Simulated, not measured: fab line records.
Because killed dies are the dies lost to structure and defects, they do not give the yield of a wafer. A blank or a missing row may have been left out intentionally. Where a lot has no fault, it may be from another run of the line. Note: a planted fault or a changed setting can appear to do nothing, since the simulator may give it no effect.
fab line records | flow n5-finfet
record: lots: 7 | wafers: 39
route steps=1938 shown FIN_SAQP@102 FIN_CUT@169 DUMMY_GATE@237 MOL_CONTACT_COAG@538 PASSIVATION@1936
start-h: the number of hours between the record's first day and the start of the first shown wafer of the lot | wait-h: how many hours have passed since the lot's step before this one | " as in the row above | L1.1+2: a row that stands for several wafers | - no value present, or no start provided | * or withheld: withheld | < > ~ a bound
route shown NAME@n: NAME is a module with steps in the file, n the number in the route of the first one | usual: average and standard deviation across the fault-free wafers | same: alike in all rows | chamber/n: place in a boat | sites: each site's reading | _std_site: standard deviation of those values | _edge_site: outer sites' mean less inner sites' | radius-mm: how far each site lies from the wafer's centre | mask NAME#n: copy n | behind: the last tool/chamber to shape the wafer | hold: the reason the lot was held/the length of the hold in hours/how it ended | device: which transistor (n, p or np) failed to switch | end of line: the tests these same wafers got at the end of their route | where a step has no rows: the recipe by itself | killed: at the first sort, the dies lost to defects and structure; wafer yield is something else | map: shows each die of a wafer: x if killed, . if not, _ if none is there
set.NAME: setting as actually run; set.NAME@STEP: the setting as run at that earlier step | model.NAME: the simulator's own value behind a step, which no gauge read
lots run with intentionally changed settings; tables by step, rows by wafer
== steps ==
step: N5_FIN_SAQP_HM_DEP_72
recipe: material: SiO2 | target-thk-a: 120 | temp-c: 400 | precursor: SiH4/N2O | pressure-torr: 0.75 | rf-w: 275 | time-s: 7.2
step: N5_FIN_SAQP_MANDREL_ETCH_22
recipe: target-depth-a: 600 | chemistry: HBr/Cl2 | target: a-Si | stop-on: SiNx | bt-time-s: 10 | over-etch-frac: 0.5 | time-s: 30 | pressure-mtorr: 10 | icp-w: 800 | bias-w: 75 | HBr_flow_sccm: 150 | Cl2_flow_sccm: 80 | ends: end-point
step: N5_FIN_CUT_ETCH_21
recipe: chemistry: N2/H2 | target: SOC | target-depth-a: 2190 | overetch-a: 438 | mask-material: SiARC | temp-c: 40 | ion-energy-ev: 100 | bias-w: 61 | time-s: 523.5 | pressure-mtorr: 30 | source-w: 850 | n2-flow-sccm: 200 | h2-flow-sccm: 200
step: N5_DUMMY_GATE_ETCH_37
recipe: chemistry: N2/H2 | target: SOC | target-depth-a: 600 | overetch-a: 300 | temp-c: 40 | ion-energy-ev: 200 | pressure-mtorr: 30 | source-w: 840 | bias-w: 150 | n2-flow-sccm: 200 | h2-flow-sccm: 200
step: N5_DUMMY_GATE_ETCH_32
recipe: chemistry: CF4 | target: SiO2 | target-depth-a: 35 | time-s: 3.9 | ion-energy-ev: 350 | pressure-mtorr: 10 | icp-w: 800 | bias-w: 400 | cf4-flow-sccm: 80
step: N5_DUMMY_GATE_ETCH_44
recipe: chemistry: HBr/O2 | over-etch-frac: 0.7 | target-depth-a: 1275 | stop-on: SiO2 | ion-energy-ev: 60 | bias-w: 20 | target: poly-Si | mask-material: SiO2 | pressure-mtorr: 20 | icp-w: 400 | HBr_flow_sccm: 120 | O2_flow_sccm: 10
step: N5_MOL_CONTACT_COAG_ETCH_110
recipe: chemistry: CF4/O2 | target: Si | target-depth-a: 25 | time-s: 8 | pressure-mtorr: 100 | source-w: 200 | bias-w: 12 | ion-energy-ev: 60 | Ar_flow_sccm: 100 | cf4-flow-sccm: 100 | O2_flow_sccm: 10
step: N5_MOL_CONTACT_COAG_ALD_27
recipe: material: SiOC | target-thk-a: 170 | temp-c: 400 | ald-precursor-family: carbosiloxane | ald-co-reactant: H2-plasma | pulse-time-s: 1.5 | time-s: 2720 | purge-time-s: 2 | co-reactant-purge-time-s: 2 | ald-cycles: 340 | pressure-torr: 2
step: N5_PASSIVATION_PROBE_49
usual: killed-at-front-end: 41/12 | sort_bin_5_function: 5.3/0.81 | sort-n-pass: 1075/15 | sort-yield-pct: 91.1/1.3
lot.wafer | tool      | chamber | start-h | wait-h | set.time-s@FIN_SAQP_HM_DEP_72 | set.over-etch-frac@FIN_SAQP_MANDREL_ETCH_22 | set.time-s@FIN_CUT_ETCH_21 | set.source-w@DUMMY_GATE_ETCH_37 | set.time-s@DUMMY_GATE_ETCH_32 | set.target-depth-a@DUMMY_GATE_ETCH_44 | set.bias-w@MOL_CONTACT_COAG_ETCH_110 | set.time-s@MOL_CONTACT_COAG_ALD_27 | killed-at-front-end | sort_bin_5_function[%] | sort-n-pass | sort-yield-pct[%]
L079.1    | prober-01 | -       | 317.93  | 0.7    | 7.2                           | 0.478                                       | 482.8                      | 739.7                           | 4.243                         | 1275                                  | 12                                   | 2720                               | 52                  | 5.4                    | 1077        | 91.3
L079.2    | prober-01 | -       | 317.98  | 0.8    | 7.2                           | 0.5                                         | 523.5                      | 739.7                           | 4.243                         | 1275                                  | 12                                   | 2720                               | 25                  | 4.2                    | 1101        | 93.3
L079.3    | prober-01 | -       | 318.03  | 0.8    | 7.2                           | 0.478                                       | 523.5                      | 840                             | 3.9                           | 1117                                  | 12                                   | 3151                               | 45                  | 4.4                    | 1081        | 91.6
L079.4    | prober-01 | -       | 318.08  | 0.9    | 7.2                           | 0.5                                         | 523.5                      | 840                             | 3.9                           | 1275                                  | 10.28                                | 3151                               | 49                  | 6.1                    | 1073        | 90.9
L079.5    | prober-01 | -       | 318.13  | 0.9    | 7.2                           | 0.5                                         | 482.8                      | 840                             | 4.243                         | 1117                                  | 10.28                                | 3151                               | 45                  | 5.3                    | 1061        | 89.9
L079.6    | prober-01 | -       | 318.18  | 1.0    | 7.2                           | 0.478                                       | 482.8                      | 739.7                           | 3.9                           | 1117                                  | 10.28                                | 2720                               | 66                  | 8.0                    | 1046        | 88.6
L084.1    | prober-02 | -       | 336.14  | 0.0    | 7.2                           | 0.5                                         | 523.5                      | 840                             | 3.9                           | 1334                                  | 12                                   | 2720                               | 66                  | 5.9                    | 1053        | 89.2
L084.2    | prober-02 | -       | 336.19  | 0.1    | 7.2                           | 0.5                                         | 430.7                      | 840                             | 3.9                           | 1275                                  | 9.984                                | 2720                               | 1075                | 92.8                   | 56          | 4.7
L084.3    | prober-02 | -       | 336.24  | 0.1    | 8.118                         | 0.5                                         | 430.7                      | 840                             | 3.9                           | 1275                                  | 12                                   | 3173                               | 1084                | 91.0                   | 57          | 4.8
L084.4    | prober-02 | -       | 336.29  | 0.2    | 8.118                         | 0.4729                                      | 523.5                      | 840                             | 3.9                           | 1275                                  | 9.984                                | 3173                               | 57                  | 4.8                    | 1075        | 91.1
L084.5    | prober-02 | -       | 336.34  | 0.2    | 8.118                         | 0.4729                                      | 430.7                      | 840                             | 3.9                           | 1334                                  | 12                                   | 3173                               | 1064                | 92.1                   | 64          | 5.4
L084.6    | prober-02 | -       | 336.39  | 0.3    | 7.2                           | 0.4729                                      | 523.5                      | 840                             | 3.9                           | 1334                                  | 9.984                                | 2720                               | 61                  | 4.8                    | 1073        | 90.9
L086.1    | prober-02 | -       | 343.66  | 0.0    | 6.307                         | 0.5                                         | 482.8                      | 990.3                           | 3.11                          | 1275                                  | 12                                   | 2720                               | 42                  | 5.0                    | 1074        | 91.0
L086.2    | prober-02 | -       | 343.71  | 0.1    | 7.2                           | 0.519                                       | 523.5                      | 990.3                           | 3.9                           | 1275                                  | 10.37                                | 2078                               | 52                  | 6.3                    | 1059        | 89.7
L086.3    | prober-02 | -       | 343.76  | 0.1    | 7.2                           | 0.5                                         | 523.5                      | 840                             | 3.9                           | 1275                                  | 12                                   | 2078                               | 63                  | 5.7                    | 1055        | 89.4
L086.4    | prober-02 | -       | 343.81  | 0.2    | 6.307                         | 0.519                                       | 523.5                      | 990.3                           | 3.11                          | 1154                                  | 10.37                                | 2078                               | 59                  | 5.7                    | 1063        | 90.1
L086.5    | prober-02 | -       | 343.86  | 0.2    | 6.307                         | 0.519                                       | 482.8                      | 840                             | 3.9                           | 1154                                  | 10.37                                | 2720                               | 40                  | 4.5                    | 1082        | 91.7
L086.6    | prober-02 | -       | 343.91  | 0.3    | 7.2                           | 0.5                                         | 482.8                      | 840                             | 3.11                          | 1154                                  | 12                                   | 2720                               | 47                  | 5.3                    | 1065        | 90.3
L090.1    | prober-02 | -       | 363.58  | 0.0    | 7.626                         | 0.5                                         | 406.3                      | 718.2                           | 3.399                         | 1275                                  | 12                                   | 2720                               | 1101                | 95.6                   | 0           | 0
L090.2    | prober-02 | -       | 363.63  | 0.1    | 7.2                           | 0.5                                         | 523.5                      | 840                             | 3.399                         | 1275                                  | 12.76                                | 2720                               | 39                  | 4.3                    | 1093        | 92.6
L090.3    | prober-02 | -       | 363.68  | 0.1    | 7.626                         | 0.5                                         | 523.5                      | 840                             | 3.9                           | 1275                                  | 12.76                                | 2720                               | 41                  | 4.5                    | 1090        | 92.4
L090.4    | prober-02 | -       | 363.73  | 0.2    | 7.626                         | 0.4669                                      | 406.3                      | 840                             | 3.399                         | 1322                                  | 12                                   | 2720                               | 1103                | 96.1                   | 0           | 0
L090.5    | prober-02 | -       | 363.78  | 0.2    | 7.2                           | 0.4669                                      | 523.5                      | 718.2                           | 3.9                           | 1322                                  | 12                                   | 2720                               | 39                  | 4.7                    | 1080        | 91.5
L090.6    | prober-02 | -       | 363.83  | 0.3    | 7.2                           | 0.4669                                      | 406.3                      | 718.2                           | 3.9                           | 1322                                  | 12.76                                | 2720                               | 1120                | 96.4                   | 0           | 0
L088.1    | prober-01 | -       | 364.17  | 0.0    | 7.856                         | 0.514                                       | 523.5                      | 768.2                           | 4.222                         | 1275                                  | 12                                   | 2720                               | 35                  | 5.8                    | 1060        | 89.8
L088.2    | prober-01 | -       | 364.22  | 0.1    | 7.856                         | 0.5                                         | 468.2                      | 840                             | 3.9                           | 1275                                  | 13.76                                | 2720                               | 227                 | 21.1                   | 883         | 74.8
L088.3    | prober-01 | -       | 364.27  | 0.1    | 7.2                           | 0.514                                       | 468.2                      | 768.2                           | 4.222                         | 1275                                  | 12                                   | 2720                               | 102                 | 9.9                    | 1018        | 86.3
L088.4    | prober-01 | -       | 364.32  | 0.2    | 7.856                         | 0.5                                         | 468.2                      | 840                             | 4.222                         | 1275                                  | 13.76                                | 2720                               | 96                  | 9.4                    | 1023        | 86.7
L088.5    | prober-01 | -       | 364.37  | 0.2    | 7.2                           | 0.514                                       | 523.5                      | 840                             | 3.9                           | 1275                                  | 12                                   | 2720                               | 39                  | 4.6                    | 1083        | 91.8
L088.6    | prober-01 | -       | 364.42  | 0.3    | 7.2                           | 0.5                                         | 523.5                      | 768.2                           | 3.9                           | 1275                                  | 13.76                                | 2720                               | 30                  | 4.7                    | 1072        | 90.8
L092.2    | prober-01 | -       | 374.51  | 0.1    | 7.2                           | 0.5                                         | 523.5                      | 840                             | 3.9                           | 1275                                  | 12                                   | 2720                               | 74                  | 6.9                    | 1037        | 87.9
L092.3    | prober-01 | -       | 374.56  | 0.1    | 7.2                           | 0.5                                         | 523.5                      | 840                             | 3.9                           | 1275                                  | 12                                   | 2720                               | 42                  | 5.8                    | 1071        | 90.8
L092.5    | prober-01 | -       | 374.66  | 0.2    | 7.2                           | 0.5                                         | 523.5                      | 840                             | 3.9                           | 1275                                  | 12                                   | 2720                               | 52                  | 6.6                    | 1055        | 89.4
L093.1    | prober-02 | -       | 387.36  | 0.0    | 7.2                           | 0.5                                         | 523.5                      | 840                             | 3.9                           | 1275                                  | 12                                   | 3301                               | 59                  | 6.5                    | 1056        | 89.5
L093.2    | prober-02 | -       | 387.41  | 0.1    | 7.2                           | 0.5                                         | 523.5                      | 913.9                           | 3.9                           | 1393                                  | 12                                   | 3301                               | 51                  | 6.1                    | 1064        | 90.2
L093.3    | prober-02 | -       | 387.46  | 0.1    | 7.2                           | 0.4881                                      | 416.1                      | 913.9                           | 3.9                           | 1393                                  | 10.37                                | 3301                               | 1117                | 95.5                   | 4           | 0.3
L093.4    | prober-02 | -       | 387.51  | 0.2    | 7.2                           | 0.4881                                      | 523.5                      | 840                             | 3.9                           | 1393                                  | 10.37                                | 2720                               | 37                  | 5.2                    | 1072        | 90.8
L093.5    | prober-02 | -       | 387.56  | 0.2    | 7.2                           | 0.5                                         | 416.1                      | 840                             | 3.9                           | 1275                                  | 12                                   | 2720                               | 1126                | 97.2                   | 7           | 0.6
L093.6    | prober-02 | -       | 387.61  | 0.3    | 7.2                           | 0.4881                                      | 416.1                      | 913.9                           | 3.9                           | 1275                                  | 10.37                                | 2720                               | 1127                | 96.5                   | 3           | 0.3
killed by level:class
L079.1 STI_FIN_REVEAL:geometric-particle:open=17 FIN_SAQP:geometric-particle:open=12 BEOL_M0_SAQP:geometric-particle:open=10 FIN_SAQP:geometric-particle:short=7 MOL_CONTACT_COAG:geometric-particle:open=6 BEOL_M0_SAQP:geometric-particle:short=6 BEOL_M2:geometric-particle:open=6 STI_FIN_REVEAL:geometric-particle:short=5
L079.2 MOL_CONTACT_COAG:geometric-particle:open=10 FIN_SAQP:geometric-particle:short=8 BEOL_M0_SAQP:geometric-particle:short=8 MOL_CONTACT_COAG:geometric-particle:short=6 FIN_SAQP:geometric-particle:open=6 BEOL_M4:geometric-particle:open=6 BEOL_M0_SAQP:geometric-particle:open=4 BEOL_M3:geometric-particle:short=4
L079.3 FIN_SAQP:geometric-particle:short=11 STI_FIN_REVEAL:geometric-particle:open=8 FIN_SAQP:geometric-particle:open=7 MOL_CONTACT_COAG:geometric-particle:open=7 BEOL_M0_SAQP:geometric-particle:open=5 BEOL_M0_SAQP:geometric-particle:short=5 BEOL_M2:geometric-particle:open=5 BEOL_M4:geometric-particle:open=5
L079.4 STI_FIN_REVEAL:geometric-particle:open=15 BEOL_M0_SAQP:geometric-particle:short=10 FIN_SAQP:geometric-particle:short=8 MOL_CONTACT_COAG:geometric-particle:open=8 BEOL_M0_SAQP:geometric-particle:open=8 BEOL_M4:geometric-particle:open=7 BEOL_M2:geometric-particle:open=6 ILD0:geometric-particle:open=4
L079.5 STI_FIN_REVEAL:geometric-particle:open=19 MOL_CONTACT_COAG:geometric-particle:open=17 BEOL_M0_SAQP:geometric-particle:short=11 BEOL_M0_SAQP:geometric-particle:open=11 BEOL_M1:geometric-particle:open=5 FIN_CUT:area-etch=5 BEOL_M4:geometric-particle:open=4 PASS1_CAP:geometric-particle:short=4
L079.6 FIN_CUT:area-etch=28 MOL_CONTACT_COAG:geometric-particle:open=15 STI_FIN_REVEAL:geometric-particle:open=9 BEOL_M0_SAQP:geometric-particle:open=8 BEOL_M4:geometric-particle:open=8 FIN_SAQP:geometric-particle:open=7 MOL_CONTACT_COAG:geometric-particle:short=7 BEOL_M2:geometric-particle:open=6
L084.1 FIN_SAQP:geometric-particle:short=20 FIN_SAQP:geometric-particle:open=17 BEOL_M1:geometric-particle:open=13 STI_FIN_REVEAL:geometric-particle:open=10 MOL_CONTACT_COAG:geometric-particle:open=8 BEOL_M3:geometric-particle:open=6 GATE_CUT:geometric-particle:open=4 BEOL_M0_SAQP:geometric-particle:open=4
L084.2 FIN_CUT:area-etch=1038 FIN_SAQP:geometric-particle:short=8 FIN_SAQP:geometric-particle:open=7 BEOL_M2:geometric-particle:open=7 BEOL_M1:geometric-particle:open=6 DUMMY_GATE:geometric-particle:open=5 MIM_BOT:geometric-particle:open=5 STI_FIN_REVEAL:geometric-particle:open=4
L084.3 FIN_CUT:area-etch=1029 FIN_SAQP:geometric-particle:short=19 FIN_SAQP:geometric-particle:open=15 MOL_CONTACT_COAG:geometric-particle:open=11 DUMMY_GATE:geometric-particle:open=7 BEOL_M2:geometric-particle:open=7 STI_FIN_REVEAL:geometric-particle:open=6 MOL_CONTACT_COAG:geometric-particle:short=5
L084.4 FIN_SAQP:geometric-particle:open=17 FIN_SAQP:geometric-particle:short=15 MOL_CONTACT_COAG:geometric-particle:open=8 BEOL_M1:geometric-particle:open=7 BEOL_M2:geometric-particle:open=4 DUMMY_GATE:geometric-particle:open=4 SPACER0:geometric-particle:short=4 MOL_CONTACT_COAG:geometric-particle:short=4
L084.5 FIN_CUT:area-etch=1007 FIN_SAQP:geometric-particle:short=12 FIN_SAQP:geometric-particle:open=10 STI_FIN_REVEAL:geometric-particle:open=9 MOL_CONTACT_COAG:geometric-particle:open=9 STI_FIN_REVEAL:geometric-particle:short=6 BEOL_M1:geometric-particle:open=6 GATE_CUT:geometric-particle:short=5
L084.6 FIN_SAQP:geometric-particle:short=16 FIN_SAQP:geometric-particle:open=13 MOL_CONTACT_COAG:geometric-particle:open=11 BEOL_M3:geometric-particle:open=9 MOL_CONTACT_COAG:geometric-particle:short=6 DUMMY_GATE:geometric-particle:open=5 GATE_CUT:geometric-particle:open=5 STARTING-WAFER:geometric-particle:short=5
L086.1 BEOL_M4:geometric-particle:open=12 MOL_CONTACT_COAG:geometric-particle:open=10 FIN_SAQP:geometric-particle:short=8 FIN_SAQP:geometric-particle:open=7 BEOL_M0_SAQP:geometric-particle:open=6 STI_FIN_REVEAL:geometric-particle:open=5 ILD0:geometric-particle:short=5 BEOL_M1:geometric-particle:open=5
L086.2 FIN_SAQP:geometric-particle:short=12 STI_FIN_REVEAL:geometric-particle:open=12 FIN_SAQP:geometric-particle:open=11 BEOL_M4:geometric-particle:open=11 BEOL_M0_SAQP:geometric-particle:open=10 BEOL_M2:geometric-particle:open=8 BEOL_M0_SAQP:geometric-particle:short=8 MOL_CONTACT_COAG:geometric-particle:open=7
L086.3 STI_FIN_REVEAL:geometric-particle:open=16 MOL_CONTACT_COAG:geometric-particle:open=12 FIN_SAQP:geometric-particle:open=10 GATE_CUT:geometric-particle:short=8 BEOL_M4:geometric-particle:open=8 BEOL_M0_SAQP:geometric-particle:short=7 STARTING-WAFER:geometric-particle:open=7 BEOL_M2:geometric-particle:open=6
L086.4 STI_FIN_REVEAL:geometric-particle:open=14 MOL_CONTACT_COAG:geometric-particle:open=8 FIN_SAQP:geometric-particle:open=7 BEOL_M5:geometric-particle:open=6 DUMMY_GATE:geometric-particle:open=5 GATE_CUT:geometric-particle:short=5 BEOL_M0_SAQP:geometric-particle:short=5 BEOL_M2:geometric-particle:open=5
L086.5 STI_FIN_REVEAL:geometric-particle:open=17 BEOL_M0_SAQP:geometric-particle:short=10 BEOL_M4:geometric-particle:open=8 MOL_CONTACT_COAG:geometric-particle:open=8 FIN_SAQP:geometric-particle:open=5 BEOL_M0_SAQP:geometric-particle:open=5 FIN_SAQP:geometric-particle:short=4 BEOL_M3:geometric-particle:open=4
L086.6 BEOL_M3:geometric-particle:open=12 FIN_SAQP:geometric-particle:short=10 FIN_SAQP:geometric-particle:open=9 MOL_CONTACT_COAG:geometric-particle:open=7 BEOL_M4:geometric-particle:open=6 BEOL_M1:geometric-particle:open=6 BEOL_M0_SAQP:geometric-particle:open=5 STI_FIN_REVEAL:geometric-particle:open=5
L090.1 FIN_CUT:area-etch=1066 BEOL_M0_SAQP:geometric-particle:open=14 BEOL_M0_SAQP:geometric-particle:short=12 MOL_CONTACT_COAG:geometric-particle:open=10 STI_FIN_REVEAL:geometric-particle:open=6 DUMMY_GATE:geometric-particle:open=6 BEOL_M1:geometric-particle:open=6 FIN_SAQP:geometric-particle:short=5
L090.2 STI_FIN_REVEAL:geometric-particle:open=12 BEOL_M4:geometric-particle:open=9 MOL_CONTACT_COAG:geometric-particle:open=7 BEOL_M0_SAQP:geometric-particle:open=6 BEOL_M1:geometric-particle:open=5 FIN_SAQP:geometric-particle:open=4 FIN_SAQP:geometric-particle:short=4 ILD0:geometric-particle:open=4
L090.3 STI_FIN_REVEAL:geometric-particle:open=11 BEOL_M3:geometric-particle:open=10 MOL_CONTACT_COAG:geometric-particle:open=6 FIN_SAQP:geometric-particle:open=5 ILD0:geometric-particle:open=5 BEOL_M1:geometric-particle:open=4 STI_FIN_REVEAL:geometric-particle:short=3 BEOL_M4:geometric-particle:open=3
L090.4 FIN_CUT:area-etch=1060 STI_FIN_REVEAL:geometric-particle:open=15 MOL_CONTACT_COAG:geometric-particle:open=12 BEOL_M3:geometric-particle:open=10 FIN_SAQP:geometric-particle:open=9 BEOL_M1:geometric-particle:open=9 BEOL_M0_SAQP:geometric-particle:open=8 BEOL_M0_SAQP:geometric-particle:short=8
L090.5 STI_FIN_REVEAL:geometric-particle:open=13 MOL_CONTACT_COAG:geometric-particle:open=13 BEOL_M3:geometric-particle:open=13 FIN_SAQP:geometric-particle:open=9 BEOL_M1:geometric-particle:open=6 BEOL_M0_SAQP:geometric-particle:open=5 FIN_SAQP:geometric-particle:short=4 ILD0:geometric-particle:short=4
L090.6 FIN_CUT:area-etch=1061 STI_FIN_REVEAL:geometric-particle:open=18 BEOL_M1:geometric-particle:open=12 STI_FIN_REVEAL:geometric-particle:short=10 MOL_CONTACT_COAG:geometric-particle:open=8 BEOL_M3:geometric-particle:open=8 ILD0:geometric-particle:short=6 FIN_SAQP:geometric-particle:short=5
L088.1 MOL_CONTACT_COAG:geometric-particle:open=16 STI_FIN_REVEAL:geometric-particle:open=11 BEOL_M4:geometric-particle:open=11 BEOL_M0_SAQP:geometric-particle:open=9 BEOL_M1:geometric-particle:open=8 BEOL_M3:geometric-particle:open=6 GATE_CUT:geometric-particle:short=5 BEOL_M0_SAQP:geometric-particle:short=5
L088.2 FIN_CUT:area-etch=180 FIN_SAQP:geometric-particle:open=15 BEOL_M4:geometric-particle:open=13 MOL_CONTACT_COAG:geometric-particle:open=12 BEOL_M1:geometric-particle:open=11 STI_FIN_REVEAL:geometric-particle:open=6 BEOL_M3:geometric-particle:open=6 GATE_CUT:geometric-particle:open=5
L088.3 FIN_CUT:area-etch=55 STI_FIN_REVEAL:geometric-particle:open=12 MOL_CONTACT_COAG:geometric-particle:open=12 BEOL_M4:geometric-particle:open=10 GATE_CUT:geometric-particle:short=7 ILD0:geometric-particle:short=6 ILD0:geometric-particle:open=4 BEOL_M1:geometric-particle:open=4
L088.4 FIN_CUT:area-etch=42 MOL_CONTACT_COAG:geometric-particle:open=12 BEOL_M0_SAQP:geometric-particle:open=10 ILD0:geometric-particle:short=8 BEOL_M4:geometric-particle:open=8 STI_FIN_REVEAL:geometric-particle:open=7 GATE_CUT:geometric-particle:short=6 GATE_CUT:geometric-particle:open=6
L088.5 STI_FIN_REVEAL:geometric-particle:open=8 BEOL_M4:geometric-particle:open=8 FIN_SAQP:geometric-particle:open=7 MOL_CONTACT_COAG:geometric-particle:open=6 BEOL_M3:geometric-particle:open=6 MOL_CONTACT_COAG:geometric-particle:short=5 PAD_METAL:geometric-particle:short=5 PAD_METAL:geometric-particle:open=4
L088.6 BEOL_M4:geometric-particle:open=21 MOL_CONTACT_COAG:geometric-particle:open=17 STI_FIN_REVEAL:geometric-particle:open=7 GATE_CUT:geometric-particle:short=6 BEOL_M2:geometric-particle:short=6 BEOL_M0:geometric-particle:short=4 BEOL_M1:geometric-particle:open=4 BEOL_M4:geometric-particle:short=3
L092.2 FIN_SAQP:geometric-particle:short=30 FIN_SAQP:geometric-particle:open=19 BEOL_M0_SAQP:geometric-particle:short=14 BEOL_M0_SAQP:geometric-particle:open=10 STI_FIN_REVEAL:geometric-particle:open=8 BEOL_M3:geometric-particle:open=8 BEOL_M1:geometric-particle:open=7 BEOL_M4:geometric-particle:open=5
L092.3 BEOL_M3:geometric-particle:open=15 BEOL_M0_SAQP:geometric-particle:short=13 FIN_SAQP:geometric-particle:open=9 FIN_SAQP:geometric-particle:short=8 BEOL_M0_SAQP:geometric-particle:open=7 STI_FIN_REVEAL:geometric-particle:open=6 GATE_CUT:geometric-particle:short=6 BEOL_M2:geometric-particle:open=5
L092.5 FIN_SAQP:geometric-particle:short=16 BEOL_M0_SAQP:geometric-particle:open=15 FIN_SAQP:geometric-particle:open=14 BEOL_M3:geometric-particle:open=14 BEOL_M0_SAQP:geometric-particle:short=9 BEOL_M1:geometric-particle:open=6 BEOL_M2:geometric-particle:open=6 STI_FIN_REVEAL:geometric-particle:open=5
L093.1 STI_FIN_REVEAL:geometric-particle:open=14 MOL_CONTACT_COAG:geometric-particle:open=14 FIN_SAQP:geometric-particle:open=10 GATE_CUT:geometric-particle:open=7 BEOL_M1:geometric-particle:open=7 GATE_CUT:geometric-particle:short=7 BEOL_M2:geometric-particle:open=6 BEOL_M3:geometric-particle:open=6
L093.2 STI_FIN_REVEAL:geometric-particle:open=14 BEOL_M4:geometric-particle:open=12 FIN_SAQP:geometric-particle:short=10 FIN_SAQP:geometric-particle:open=9 MOL_CONTACT_COAG:geometric-particle:open=6 BEOL_M2:geometric-particle:open=5 BEOL_M8:geometric-particle:open=5 BEOL_M0_SAQP:geometric-particle:open=4
L093.3 FIN_CUT:area-etch=1061 FIN_SAQP:geometric-particle:open=14 BEOL_M3:geometric-particle:open=10 BEOL_M2:geometric-particle:open=10 DUMMY_GATE:geometric-particle:open=7 BEOL_M4:geometric-particle:open=7 FIN_SAQP:geometric-particle:short=6 GATE_CUT:geometric-particle:open=6
L093.4 MOL_CONTACT_COAG:geometric-particle:open=12 FIN_SAQP:geometric-particle:short=9 BEOL_M4:geometric-particle:open=8 BEOL_M0_SAQP:geometric-particle:open=7 STI_FIN_REVEAL:geometric-particle:open=5 GATE_CUT:geometric-particle:short=5 BEOL_M1:geometric-particle:open=4 BEOL_M1:geometric-particle:short=4
L093.5 FIN_CUT:area-etch=1095 FIN_SAQP:geometric-particle:open=9 BEOL_M2:geometric-particle:open=9 BEOL_M4:geometric-particle:open=7 BEOL_M3:geometric-particle:open=7 FIN_SAQP:geometric-particle:short=5 STI_FIN_REVEAL:geometric-particle:open=5 BEOL_M0_SAQP:geometric-particle:open=3
L093.6 FIN_CUT:area-etch=1078 MOL_CONTACT_COAG:geometric-particle:open=13 FIN_SAQP:geometric-particle:open=9 STI_FIN_REVEAL:geometric-particle:open=8 GATE_CUT:geometric-particle:short=6 FIN_SAQP:geometric-particle:short=4 GATE_CUT:geometric-particle:open=4 BEOL_M4:geometric-particle:open=4
== key ==
split: step: N5_FIN_SAQP_HM_DEP_72 | setting: time-s | stated-as: 7.2
response none clear
split: step: N5_FIN_SAQP_MANDREL_ETCH_22 | setting: over-etch-frac | stated-as: 0.5
response none clear
split: step: N5_FIN_CUT_ETCH_21 | setting: time-s | stated-as: 523.5
response: step: N5_PASSIVATION_PROBE_49 | reading: sort-yield-pct | slope: +3.81 | per: 1% | together-with: all | explained: 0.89
response: step: N5_PASSIVATION_PROBE_49 | reading: sort-n-pass | slope: +44.9 | per: 1% | together-with: all | explained: 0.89
response: step: N5_PASSIVATION_PROBE_49 | reading: killed-at-front-end | slope: -45 | per: 1% | together-with: all | explained: 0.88
response: step: N5_PASSIVATION_PROBE_49 | reading: sort_bin_5_function | slope: -3.83 | per: 1% | together-with: all | explained: 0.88
split: step: N5_DUMMY_GATE_ETCH_37 | setting: source-w | stated-as: 840
response none clear
split: step: N5_DUMMY_GATE_ETCH_32 | setting: time-s | stated-as: 3.9
response none clear
split: step: N5_DUMMY_GATE_ETCH_44 | setting: target-depth-a | stated-as: 1275
response none clear
split: step: N5_MOL_CONTACT_COAG_ETCH_110 | setting: bias-w | stated-as: 12
response none clear
split: step: N5_MOL_CONTACT_COAG_ALD_27 | setting: time-s | stated-as: 2720
response none clear
